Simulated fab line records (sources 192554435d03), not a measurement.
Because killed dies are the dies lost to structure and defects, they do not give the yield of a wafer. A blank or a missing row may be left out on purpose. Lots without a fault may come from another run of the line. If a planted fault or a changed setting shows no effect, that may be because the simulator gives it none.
fab line records    flow n5-finfet
[record] lots = 10  wafers = 30  last-day = 18
route steps=1938 shown ZERO_LAYER@4 WELL_APT@28 BEOL_M4@1111
lots untouched by any fault: they come from a run of this same line in which no faults occurred
start-h: hours from the record's opening day to when the first of the lot's shown wafers began    wait-h: how many hours have passed since the lot's step before this one    " repeats the value in the row above    L1.1+2: a single row standing in for several wafers    - no value present, or no start provided    * or withheld: withheld    < > ~ a bound
route shown NAME@n: names a module that has steps shown in the file, with the first one's number in the route    usual: mean/standard deviation taken from wafers without a fault    same: alike in all rows    chamber/n: place in a boat    sites: readings site by site    _std_site: the values' standard deviation    _edge_site: inner sites' mean taken away from outer sites' mean    radius-mm: for every site, how far away it sits from the centre of the wafer    mask NAME#n: copy n    behind: the last tool/chamber to shape the wafer    hold: why the lot went on hold/how many hours it stayed there/how the hold came to an end    device: the n, p or np transistor that did not switch    end of line: at the end of the route, the tests of the same wafers    where a step has no rows: the recipe by itself    killed: count of dies lost to structure and defects at first sort (not the wafer's yield)    map: shows each die of a wafer: x if killed, . if not, _ if none is there
set.NAME: the run value of the setting; set.NAME@STEP: its run value at that earlier step    model.NAME: the simulator's own value behind a step, which no gauge read
the route's steps for a sample of lots (tables are steps, rows are wafers)
services: when a tool's chamber went out of use (start-h, in hours from the record's first day, below 0 if earlier), for how many hours, and the reason
[[steps]]
[step N5_ZERO_LAYER_PECVD_02]
[recipe] material = SiO2  target-thk-a = 100  temp-c = 400  precursor = SiH4/N2O  pressure-torr = 0.75  rf-w = 275  time-s = 6
[usual] heater-power-w = 849/66  showerhead-plenum-p-Torr = 8.12/0.073
lot.wafer  tool      chamber  start-h  wait-h  heater-power-w  showerhead-plenum-p-Torr
L401.2     pecvd-01  1        18.29    0.0     823             7.98
L401.5     "         0        "        "       799             8.20
L401.6     "         1        "        "       825             7.98
L403.1     pecvd-04  1        30.47    0.0     903             8.21
L403.4     "         1        "        "       892             8.19
L403.5     "         0        "        "       724             8.04
L408.2     pecvd-03  0        60.28    0.0     916             8.08
L408.4     "         0        "        "       947             8.07
L408.5     "         2        "        "       962             8.12
L411.2     pecvd-03  2        78.28    0.0     811             8.15
L411.3     "         1        "        "       849             8.15
L411.4     "         0        "        "       885             8.07
L412.1     pecvd-01  0        84.30    0.0     818             8.20
L412.3     "         1        "        "       944             7.95
L412.5     "         2        "        "       800             8.29
L413.1     pecvd-04  0        90.28    0.0     826             8.06
L413.5     "         2        "        "       749             8.07
L413.6     "         0        "        "       821             8.05
L417.3     pecvd-04  0        114.28   0.0     773             8.04
L417.4     "         0        "        "       758             8.06
L417.5     "         2        "        "       769             8.08
L419.3     pecvd-03  0        126.28   0.0     832             8.08
L419.5     "         2        "        "       938             8.15
L419.6     "         0        "        "       830             8.06
L422.2     pecvd-03  2        144.28   0.0     934             8.16
L422.4     "         1        "        "       871             8.14
L422.5     "         0        "        "       818             8.06
L423.3     pecvd-03  0        150.28   0.0     895             8.07
L423.5     "         1        "        "       762             8.13
L423.6     "         0        "        "       910             8.08
[step N5_ZERO_LAYER_STRIP_24]
[recipe] chemistry = O2  power-w = 1000  temp-c = 250  overash-fraction = 0.3  pressure-mtorr = 1000  o2-flow-sccm = 6750
[usual] chamber-pressure-mTorr = 1000.0/0.88  drypump-motor-current-A = 5.29/0.27  heater-power-w = 356/15  o2-flow-sccm = 6747/20  oes-product-au = 0.647/0.0041  overash-fraction = 0.3/0  strip-time-to-endpoint-s = 43.85/0.08
lot.wafer  tool             chamber  start-h  wait-h  chamber-pressure-mTorr  drypump-motor-current-A  heater-power-w  o2-flow-sccm  oes-product-au  overash-fraction  rf-hours-counter-h  strip-time-to-endpoint-s
L401.2     plasma-asher-02  0        19.05    0.1     1001.3                  4.98                     350             6764          0.652           0.3               66                  43.85
L401.5     "                1        "        "       999.7                   5.16                     375             6754          0.655           0.3               -                   43.85
L401.6     "                0        "        "       998.7                   4.98                     357             6742          0.646           0.3               -                   43.98
L403.1     plasma-asher-02  1        31.09    0.1     999.0                   5.15                     372             6777          0.640           0.3               68                  43.92
L403.4     "                0        "        "       1001.1                  4.98                     343             6732          0.635           0.3               -                   43.80
L403.5     "                1        "        "       1001.2                  5.14                     372             6765          0.644           0.3               -                   43.90
L408.2     plasma-asher-02  0        60.89    0.1     998.0                   4.97                     359             6705          0.648           0.3               73                  43.74
L408.4     "                0        "        "       999.9                   4.97                     355             6744          0.643           0.3               -                   43.90
L408.5     "                0        "        "       1001.2                  4.97                     346             6701          0.642           0.3               -                   43.80
L411.2     plasma-asher-02  0        79.10    0.1     -                       -                        -               -             -               -                 -                   -
L411.3     "                1        "        "       -                       -                        -               -             -               -                 -                   -
L411.4     "                0        "        "       -                       -                        -               -             -               -                 -                   -
L412.1     plasma-asher-02  1        85.06    0.1     -                       -                        -               -             -               -                 -                   -
L412.3     "                0        "        "       -                       -                        -               -             -               -                 -                   -
L412.5     "                0        "        "       -                       -                        -               -             -               -                 -                   -
L413.1     plasma-asher-01  0        91.13    0.1     -                       -                        -               -             -               -                 -                   -
L413.5     "                1        "        "       -                       -                        -               -             -               -                 -                   -
L413.6     "                0        "        "       -                       -                        -               -             -               -                 -                   -
L417.3     plasma-asher-01  0        115.00   0.1     999.6                   5.48                     329             6754          0.654           0.3               -                   43.91
L417.4     "                1        "        "       999.0                   5.64                     350             6741          0.649           0.3               -                   43.82
L417.5     "                0        "        "       999.7                   5.47                     333             6738          0.645           0.3               -                   43.88
L419.3     plasma-asher-02  1        127.06   0.1     1001.4                  5.14                     376             6744          0.646           0.3               -                   43.90
L419.5     "                0        "        "       1000.1                  4.97                     338             6717          0.643           0.3               -                   43.85
L419.6     "                1        "        "       1000.3                  5.14                     368             6734          0.648           0.3               -                   43.77
L422.2     plasma-asher-02  0        145.02   0.1     999.6                   4.99                     346             6748          0.646           0.3               89                  43.90
L422.4     "                0        "        "       1000.7                  4.98                     348             6766          0.649           0.3               -                   44.04
L422.5     "                1        "        "       1000.5                  5.15                     368             6764          0.642           0.3               -                   43.92
L423.3     plasma-asher-01  1        151.75   0.1     999.8                   5.69                     355             6742          0.649           0.3               -                   43.94
L423.5     "                1        "        "       998.8                   5.68                     362             6737          0.645           0.3               -                   43.93
L423.6     "                0        "        "       1000.3                  5.47                     334             6720          0.643           0.3               -                   43.86
[step N5_WELL_APT_CD_MEAS_08]
[recipe] target-cd-nm = 200  landing-energy-ev = 500  detector = se-inlens
[usual] cd-nm = 199.4/1.6
lot.wafer  tool       chamber  start-h  wait-h  cd-nm
L401.2     cd-sem-02  0        19.84    -       203.2
L401.5     "          0        "        "       201.2
L401.6     "          0        "        "       201.2
L403.1     cd-sem-02  0        31.75    -       198.1
L403.4     "          0        "        "       200.2
L403.5     "          0        "        "       199.2
L408.2     cd-sem-01  0        61.56    -       197.7
L408.4     "          0        "        "       200.9
L408.5     "          0        "        "       197.7
L411.2     cd-sem-02  0        79.77    -       200.2
L411.3     "          0        "        "       199.5
L411.4     "          0        "        "       199.6
L412.1     cd-sem-03  0        85.87    -       201.0
L412.3     "          0        "        "       199.1
L412.5     "          0        "        "       202.2
L413.1     cd-sem-02  0        91.82    -       201.4
L413.5     "          0        "        "       199.8
L413.6     "          0        "        "       200.4
L417.3     cd-sem-03  0        115.65   -       196.8
L417.4     "          0        "        "       196.5
L417.5     "          0        "        "       197.8
L419.3     cd-sem-02  0        127.71   -       200.6
L419.5     "          0        "        "       197.7
L419.6     "          0        "        "       197.5
L422.2     cd-sem-01  0        145.68   -       195.6
L422.4     "          0        "        "       197.7
L422.5     "          0        "        "       195.7
L423.3     cd-sem-01  0        152.52   -       201.4
L423.5     "          0        "        "       199.5
L423.6     "          0        "        "       199.8
[step N5_WELL_APT_RTA_34]
[recipe] temp-c = 1000  time-s = 10  ambient = N2  idle-temp-c = 600  ramp-up-c-per-s = 150  ramp-down-c-per-s = 60  cool-to-c = 600
[usual] lamp-power-pct = 13.00/0.056  lamp_zone_5_pct = 12.999/0.024  wafer_temp_C_max = 1003.5/1.1
lot.wafer  tool           chamber  start-h  wait-h  lamp-power-pct  lamp_zone_5_pct  wafer_temp_C_max
L401.2     rtp-anneal-02  0        22.16    0.2     13.01           13.015           1003.8
L401.5     "              0        "        "       12.93           12.963           1003.1
L401.6     "              0        "        "       13.04           13.033           1003.9
L403.1     rtp-anneal-01  0        33.74    0.0     12.92           13.015           1001.7
L403.4     "              0        "        "       13.08           13.038           1004.4
L403.5     "              0        "        "       12.95           13.000           1003.0
L408.2     rtp-anneal-01  0        63.81    0.0     12.98           12.991           1003.9
L408.4     "              0        "        "       13.00           12.990           1004.1
L408.5     "              0        "        "       12.94           13.029           1003.4
L411.2     rtp-anneal-02  0        81.77    0.0     13.02           13.003           1002.4
L411.3     "              0        "        "       13.04           13.006           1002.9
L411.4     "              0        "        "       12.92           13.002           1004.6
L412.1     rtp-anneal-01  0        87.97    0.2     13.07           12.953           1002.0
L412.3     "              0        "        "       12.99           12.998           1004.1
L412.5     "              0        "        "       12.92           13.000           1004.0
L413.1     rtp-anneal-01  0        94.02    0.0     13.04           13.014           1003.4
L413.5     "              0        "        "       12.89           13.016           1003.2
L413.6     "              0        "        "       13.02           12.959           1004.2
L417.3     rtp-anneal-02  0        117.78   0.1     13.11           13.001           1002.2
L417.4     "              0        "        "       12.96           12.980           1003.0
L417.5     "              0        "        "       13.04           12.982           1003.4
L419.3     rtp-anneal-02  0        130.80   0.1     12.89           13.013           1004.2
L419.5     "              0        "        "       13.06           12.985           1002.4
L419.6     "              0        "        "       13.01           12.980           1003.9
L422.2     rtp-anneal-02  0        148.01   0.0     13.06           12.940           1005.6
L422.4     "              0        "        "       13.02           13.011           1003.0
L422.5     "              0        "        "       12.93           12.988           1001.8
L423.3     rtp-anneal-01  0        155.21   0.6     12.97           12.985           1003.2
L423.5     "              0        "        "       13.00           12.990           1003.9
L423.6     "              0        "        "       12.92           12.998           1001.7
[step N5_BEOL_M4_RC_MEAS_101]
[usual] DIBL_N = 36.1/1.6  DIBL_P = 35.8/2.1  IOFF_N = 0.16/0.031  IOFF_P = 0.21/0.034  ION_N = 673/12  ION_P = 461/7.2  SS_N = 71.4/0.59  SS_P = 73.3/0.63  VT_N = 250/3.1  VT_P = -250/3.3
lot.wafer  tool       chamber  start-h  wait-h  DIBL_N[mV/V]  DIBL_P[mV/V]  IOFF_N[nA/um]  IOFF_P[nA/um]  ION_N[uA/um]  ION_P[uA/um]  SS_N[mV/dec]  SS_P[mV/dec]  VT_N[mV]  VT_P[mV]
L401.2     prober-01  0        175.52   0.2     35.3          35.4          0.15           0.19           674           457           71.6          73.0          249       -251
L401.5     "          0        "        "       38.5          38.8          0.21           0.24           687           461           72.6          73.6          245       -249
L401.6     "          0        "        "       36.4          37.1          0.16           0.23           674           465           71.7          73.4          250       -247
L403.1     prober-02  0        180.90   0.0     34.4          35.0          0.13           0.17           658           451           70.6          73.4          253       -252
L403.4     "          0        "        "       36.0          36.9          0.16           0.21           686           467           71.6          73.6          250       -251
L403.5     "          0        "        "       36.2          36.9          0.16           0.20           670           457           71.4          73.9          250       -253
L408.2     prober-01  0        228.16   0.2     38.0          38.3          0.17           0.26           679           480           72.0          73.9          250       -244
L408.4     "          0        "        "       37.3          35.4          0.14           0.21           660           458           71.1          73.1          249       -249
L408.5     "          0        "        "       36.9          35.4          0.14           0.21           664           462           71.9          72.7          253       -248
L411.2     prober-01  0        246.21   0.2     34.2          34.8          0.14           0.20           666           463           70.9          72.3          250       -249
L411.3     "          0        "        "       34.6          36.0          0.15           0.21           688           478           71.3          72.5          248       -250
L411.4     "          0        "        "       36.7          36.9          0.18           0.21           687           471           71.7          73.6          247       -254
L412.1     prober-01  0        250.77   0.0     36.6          36.1          0.16           0.22           667           463           71.8          73.7          249       -248
L412.3     "          0        "        "       36.2          34.7          0.15           0.19           665           457           71.3          72.7          253       -249
L412.5     "          0        "        "       33.7          32.1          0.12           0.16           658           448           70.5          72.8          252       -251
L413.1     prober-01  0        255.55   0.0     37.8          38.7          0.20           0.28           680           468           71.4          73.7          248       -247
L413.5     "          0        "        "       34.7          34.4          0.13           0.20           676           463           71.5          73.3          253       -250
L413.6     "          0        "        "       35.8          36.0          0.15           0.23           672           462           71.4          73.7          249       -250
L419.3     prober-01  0        284.45   0.3     34.9          34.4          0.14           0.20           658           457           71.2          72.8          252       -249
L419.5     "          0        "        "       34.4          33.1          0.12           0.17           654           450           70.5          72.2          254       -253
L419.6     "          0        "        "       35.2          34.6          0.13           0.20           660           454           71.1          73.1          251       -250
L422.2     prober-02  0        301.17   0.2     33.8          31.7          0.11           0.18           650           464           70.8          71.4          253       -249
L422.4     "          0        "        "       39.8          39.0          0.26           0.31           699           474           71.7          73.9          241       -241
L422.5     "          0        "        "       37.5          36.7          0.18           0.27           690           471           71.7          73.3          244       -244
L423.3     prober-02  0        310.34   0.3     34.9          36.0          0.16           0.20           682           463           71.6          73.4          248       -247
L423.5     "          0        "        "       35.4          36.3          0.17           0.21           674           461           71.3          74.2          248       -248
L423.6     "          0        "        "       36.7          38.3          0.21           0.24           688           463           72.0          73.9          242       -248
L417.3     prober-01  0        320.46   0.3     36.0          35.9          0.17           0.24           672           463           71.7          73.3          250       -246
L417.4     "          0        "        "       35.1          33.0          0.16           0.19           687           470           71.0          72.7          248       -250
L417.5     "          0        "        "       37.1          36.0          0.18           0.23           669           461           71.3          73.4          246       -248
[[services]]
tool             chamber  start-h  hours  kind
pecvd-03         2        5.80     5.5    scheduled-down
plasma-asher-01  -        7.24     0.7    repair
pecvd-01         2        9.87     8.6    repair
pecvd-03         2        21.12    -      clean
pecvd-03         2        21.12    -      consumable-replace:showerhead
pecvd-03         2        21.12    29.0   scheduled-down
pecvd-03         2        21.12    29.0   vent-cycle
pecvd-01         0        29.28    4.6    scheduled-down
pecvd-04         0        33.68    12.9   repair
pecvd-01         1        58.75    2.1    scheduled-down
pecvd-04         2        59.34    2.1    scheduled-down
plasma-asher-01  -        81.45    1.4    repair
pecvd-04         2        83.32    2.2    repair
pecvd-01         -        89.84    28.1   pm
pecvd-04         2        103.97   5.5    scheduled-down
pecvd-03         2        112.02   2.1    scheduled-down
pecvd-03         2        127.03   15.7   repair
plasma-asher-01  -        131.10   4.4    repair
pecvd-01         0        131.43   10.7   repair
[[key]]
[first-sign] step = N5_ZERO_LAYER_STRIP_24  reading = tool-record  direction = missing
effect none on later readings
met-at N5_ZERO_LAYER_STRIP_24
struck-lots L411,L412,L413
not-acting-at N5_ZERO_LAYER_PECVD_02,N5_WELL_APT_CD_MEAS_08,N5_WELL_APT_RTA_34
onset-between 60.89 79.10
[fault] kind = skipped-step-whole  tool = plasma-asher-01,plasma-asher-02  chamber = -  onset-h = 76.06  steps = N5_ZERO_LAYER_STRIP_24  scope = struck-lots-only
